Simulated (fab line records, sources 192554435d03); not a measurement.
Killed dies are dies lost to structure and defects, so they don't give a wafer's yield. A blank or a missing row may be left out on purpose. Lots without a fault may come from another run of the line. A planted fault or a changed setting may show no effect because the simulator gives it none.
A struck lot beside a sound one | flow n5_finfet | 25 steps out of a route of 1938
Sound: wafers L281.1, L281.3, L281.6. Struck: wafers L286.1, L286.4, L286.6. The cause comes at the end.
At each step with rows: each side's tool, then ch and its chambers, then its first start. Under that, the readings that differ: sound wafers | struck wafers | difference of the means | sigmas: that difference in standard deviations of wafers without a fault.
alike: readings whose means differ by less than 2 such deviations, and words and numbers that are the same on both sides. not compared: withheld readings, readings that some wafer has no value for, bounds like >300 that may hide the same value, and numbers for which the record gives no deviation and whose values overlap.
The two part at a step that has a row with sigmas, a row that says differs or no value, or rows on one side only. Numbers that don't overlap but have no deviation are shown without sigmas and don't part them. A reading that every wafer of one side lacks parts them only if that side has two wafers or more.

first, 9 steps without rows for these wafers: N5_DUMMY_GATE_COAT_28 (time 60 s, resist thk 10 nm); N5_DUMMY_GATE_COAT_09 (resist thk 30 nm); N5_DUMMY_GATE_EBR_11; N5_DUMMY_GATE_SOFTBAKE_10 (time 60 s); N5_DUMMY_GATE_EXPOSE_12 (exposes mask GATE, target cd 25 nm); N5_DUMMY_GATE_PEB_13 (peb time 60 s); N5_DUMMY_GATE_DEVELOP_14 (develop time 30 s); N5_DUMMY_GATE_DESCUM_20 (chemistry O2, time 6.2 s); N5_DUMMY_GATE_ETCH_29 (etches underlayer in N2/H2, target depth 13 nm).
N5_DUMMY_GATE_ETCH_36: etches SiARC in CF4, target depth 13 nm.
  sound on rie_diel-01 ch 2,3, day 5 16:16; struck on rie_diel-04 ch 0,1, day 6 16:34
  no value came back on the struck wafers for any of 7 readings (bias_w (W), cf4_flow_sccm (sccm) and others); on the sound wafers bias_w (W) reads 35.94 36.13 35.99
  reading                                         | sound          | struck   | difference | sigmas
  model.CAR-EUV_of_DUMMY_GATE_COAT_09.thk_nm (nm) | 11.2 11.4 11.4 | 19 19 19 | +8         |
  not compared: rf_hours_counter_h
N5_DUMMY_GATE_ETCH_37: etches SOC in N2/H2, target depth 60 nm, overetch 30 nm.
  sound on rie_diel-01 ch 2,3, day 5 16:19; struck on rie_diel-04 ch 0,1, day 6 16:37
  reading               | sound          | struck         | difference | sigmas
  oes_product_au (a.u.) | 0.63 0.55 0.64 | 0.26 0.29 0.26 | -0.34      | -6
  alike: bias_w, chamber_pressure_mTorr, drypump_motor_current_A, rf_vpp_V, showerhead_plenum_p_Torr, temp_c, throttle_valve_pct
  not compared: rf_hours_counter_h
then, 4 steps without rows for these wafers: N5_DUMMY_GATE_STRIP_38 (strips in N2/H2); N5_DUMMY_GATE_STRIP_39 (strips in N2/H2); N5_DUMMY_GATE_TRIM_49 (chemistry O2, time 29 s, target cd 14 nm); N5_DUMMY_GATE_STRIP_40 (strips in CF4).
N5_DUMMY_GATE_CD_MEAS_50: target cd 14 nm.
  sound on cd_sem-02, day 5 16:32; struck on cd_sem-01, day 6 16:58
  reading    | sound          | struck | difference                    | sigmas
  cd_nm (nm) | 14.2 14.1 14.1 | - - -  | no value on the struck wafers |
N5_DUMMY_GATE_ETCH_31: etches SiO2 in C4F6/O2, target depth 82.5 nm, time 27.5 s.
  sound on rie_diel-01 ch 1,3, day 5 16:35; struck on rie_diel-04 ch 0,1,3, day 6 17:02
  reading               | sound          | struck         | difference | sigmas
  oes_product_au (a.u.) | 0.81 0.69 0.81 | 0.26 0.25 0.29 | -0.50      | -6
  alike: C4F6_flow_sccm, O2_flow_sccm, drypump_motor_current_A, oes_o_777_au, rf_vpp_V, showerhead_plenum_p_Torr, throttle_valve_pct
  not compared: rf_hours_counter_h
then, 1 step without rows for these wafers: N5_DUMMY_GATE_STRIP_41 (strips in O2).
N5_DUMMY_GATE_HM_OPEN_21: chemistry CH3F/O2, target SiNx, target depth 120 nm, time 171.4 s.
  sound on rie_diel-01 ch 1,3, day 5 16:40; struck on rie_diel-04 ch 0,1,3, day 6 17:08
  reading               | sound          | struck         | difference | sigmas
  oes_product_au (a.u.) | 0.81 0.69 0.80 | 0.27 0.26 0.29 | -0.49      | -6
  alike: drypump_motor_current_A, oes_o_777_au, rf_vpp_V, showerhead_plenum_p_Torr, throttle_valve_pct
  not compared: rf_hours_counter_h
then, 2 steps without rows for these wafers: N5_DUMMY_GATE_ETCH_32 (etches SiO2 in CF4, target depth 3.5 nm, time 3.9 s); N5_DUMMY_GATE_ETCH_23 (etches poly-Si in HBr/Cl2/O2, target depth 41 nm, time 22.3 s).
N5_DUMMY_GATE_ETCH_44: etches poly-Si in HBr/O2, stops on SiO2, target depth 127.5 nm.
  sound on rie_si-02 ch 1,2,3, day 5 16:56; struck on rie_si-06 ch 1,2,3, day 6 17:23
  reading               | sound             | struck            | difference | sigmas
  oes_product_au (a.u.) | 0.726 0.741 0.698 | 0.369 0.373 0.380 | -0.348     | -32
  alike: HBr_flow_sccm, O2_flow_sccm, drypump_motor_current_A, throttle_valve_pct
  not compared: rf_hours_counter_h
N5_DUMMY_GATE_CD_MEAS_24: target cd 15 nm.
  sound on cd_sem-02, day 5 17:02; struck on cd_sem-01, day 6 17:29
  reading    | sound          | struck | difference                    | sigmas
  cd_nm (nm) | 15.6 14.9 14.9 | - - -  | no value on the struck wafers |
N5_BEOL_M4_RC_MEAS_101:
  the record has rows for the sound wafers here (prober-01 ch 0, day 11 03:49) and none for the struck ones
-- the record jumps here: 10 days lie between the struck wafers' starts before and after (it left off in module BEOL_M4 and takes up again in module PASSIVATION, whose first step shown is number 1936 of the route) --
N5_PASSIVATION_PROBE_49:
  the record has rows for the struck wafers here (prober-01, day 16 18:00) and none for the sound ones

WHERE THEY PART
First at N5_DUMMY_GATE_ETCH_36; last, within this record, at N5_PASSIVATION_PROBE_49.

WHY: what the simulator had put in
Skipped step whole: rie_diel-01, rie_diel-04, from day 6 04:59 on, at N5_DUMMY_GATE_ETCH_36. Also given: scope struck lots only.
